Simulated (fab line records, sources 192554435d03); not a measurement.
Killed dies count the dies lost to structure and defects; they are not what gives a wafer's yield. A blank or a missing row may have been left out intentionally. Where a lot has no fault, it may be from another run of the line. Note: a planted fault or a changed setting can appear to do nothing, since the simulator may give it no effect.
Problem report, 8D (eight disciplines) form, completed by code ; flow n5-finfet ; the parts of the form that need people (team, actions taken, sign-off) are left out

## 1. WHAT IS WRONG
Wafers without a fault read 40, standard deviation 13; killed-at-front-end at N5_PASSIVATION_PROBE_49 reads a mean of 1101 on 3 wafers belonging to 2 lots. That puts it +82 standard deviations away from the usual mean.
The first sign was on wafer L458.2 at day 13 14:23, on prober-01. At this step, 28 wafers from 10 lots have a number in the record. Rule for "out" (also "out of limits"): further than 4 standard deviations from the usual mean. The rest of the wafers with a number are treated as sound.

## 2. WHAT IT IS, WHAT IT ISN'T
question;is;is not
which readings at this step;killed-at-front-end, defect-limited-yield, killed-dies, killed-on-rim, sort_bin_5_function, sort-n-pass, sort-yield-pct;killed_at_M0_to_M3, killed_at_M4_up, killed-at-contacts, killed-at-other, killed-open, killed-short, sort_bin_6_memory
which lots;L458, L459;L454, L455, L456, L467, L469, L471, L472, L473
which wafers of those lots;L458.2, L458.3, L459.3;L459.1
read on which tools;prober-01;prober-02
when;from day 13 14:23;"up to then (9 sound wafers); but 16 sound wafers of L459, L467, L469, L471, L472, L473 came after"

## 3. WHAT RULES OUT EACH SUSPECT
Counting: if a tool at a process step up to the reading ran every lot that is out, it stays a suspect. Sound lots after the first of them don't rule it out here, since some wafers of a struck lot are sound.
- rie-diel-02 at N5_PMOS_HMC_CHANNEL_EPI_HM_OPEN_15 (chemistry CHF3/O2, target SiO2, target depth 40.6 nm, time 20.3 s): kept. Every lot that is out went through it, the first being L458 (day 2 23:24); the last sound lot it ran before that was L455 (day 2 06:02).
- rie-metal-03 at N5_PASSIVATION_ETCH_59 (etches TaN in Cl2/BCl3, target depth 65 nm, time 34.9 s): kept. It ran every lot that is out and that the record shows at this step, first L459 (day 13 18:29); its last sound lot up to then is L455 (day 12 08:46). The record shows only 1 of the 2 lots at this step.
- pecvd-02 at N5_PASSIVATION_PECVD_35 (deposits SiNx from SiH4/NH3/N2, target thk 700 nm, time 151.3 s): kept. It ran every lot that is out and that the record shows at this step, first L459 (day 13 19:13). The record shows only 1 of the 2 lots at this step.
- prober-01 at N5_PASSIVATION_PROBE_49: kept. Every lot that is out went through it, the first being L458 (day 13 14:23); the last sound lot it ran before that was L456 (day 12 17:59). Its own readings are out on those wafers: defect-limited-yield, killed-at-front-end, killed-dies, killed-on-rim, sort_bin_5_function, sort-n-pass, sort-yield-pct.
- Within rie-diel-02 at N5_PMOS_HMC_CHANNEL_EPI_HM_OPEN_15: the wafers that are out ran in chambers 0, 1; their sound lot-mates ran in chamber 2.
Left after counting: rie-diel-02 at N5_PMOS_HMC_CHANNEL_EPI_HM_OPEN_15, rie-metal-03 at N5_PASSIVATION_ETCH_59, pecvd-02 at N5_PASSIVATION_PECVD_35, prober-01 at N5_PASSIVATION_PROBE_49.

## 4. THE CAUSE (what the simulator had put in)
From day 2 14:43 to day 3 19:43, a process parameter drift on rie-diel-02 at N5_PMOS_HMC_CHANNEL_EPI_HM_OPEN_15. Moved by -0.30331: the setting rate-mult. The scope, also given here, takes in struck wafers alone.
4 suspects survive the count, and this tool is in that group.

## 5. THE CHAIN OF EFFECTS, in route order
Each row: a reading where the mean over the struck wafers with a number is more than 3 standard deviations away from the usual. Readings are gone through only where the record gives a usual standard deviation; hours: the median, over the lots, of the time from a lot's start at the first step in this table giving one to that lot's start at this step; sigmas: the change measured in usual standard deviations.
hours;step;reading;usual;on struck wafers;change;sigmas
0;N5_PASSIVATION_PROBE_49;defect-limited-yield;91.4 %;1.8;-89.6;-56
0;N5_PASSIVATION_PROBE_49;killed-at-front-end;40;1101;+1061;+82
0;N5_PASSIVATION_PROBE_49;killed-dies;102;1159;+1057;+56
0;N5_PASSIVATION_PROBE_49;killed-on-rim;13;137;+124;+29
0;N5_PASSIVATION_PROBE_49;sort_bin_5_function;5.1 %;94.9;+89.8;+82
0;N5_PASSIVATION_PROBE_49;sort-n-pass;1078;21;-1057;-56
0;N5_PASSIVATION_PROBE_49;sort-yield-pct;91.4 %;1.8;-89.6;-56
The process steps in it:
- N5_PASSIVATION_PROBE_49

## 6. HOW IT WOULD HAVE BEEN CAUGHT EARLIER
First out-of-limits reading in this record: day 13 14:23, which is 264 hours after fault onset at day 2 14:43.
Of the tool readings at N5_PMOS_HMC_CHANNEL_EPI_HM_OPEN_15 for which the record gives a usual standard deviation, none was out on any struck wafer, so an alarm limit of 4 standard deviations on them would not have fired.
The start of N5_PMOS_HMC_CHANNEL_EPI_HM_OPEN_15 on rie-diel-02 came by day 13 14:23 for every one of the lots that are out (2). A hold on the tool at that time would have spared none of them.
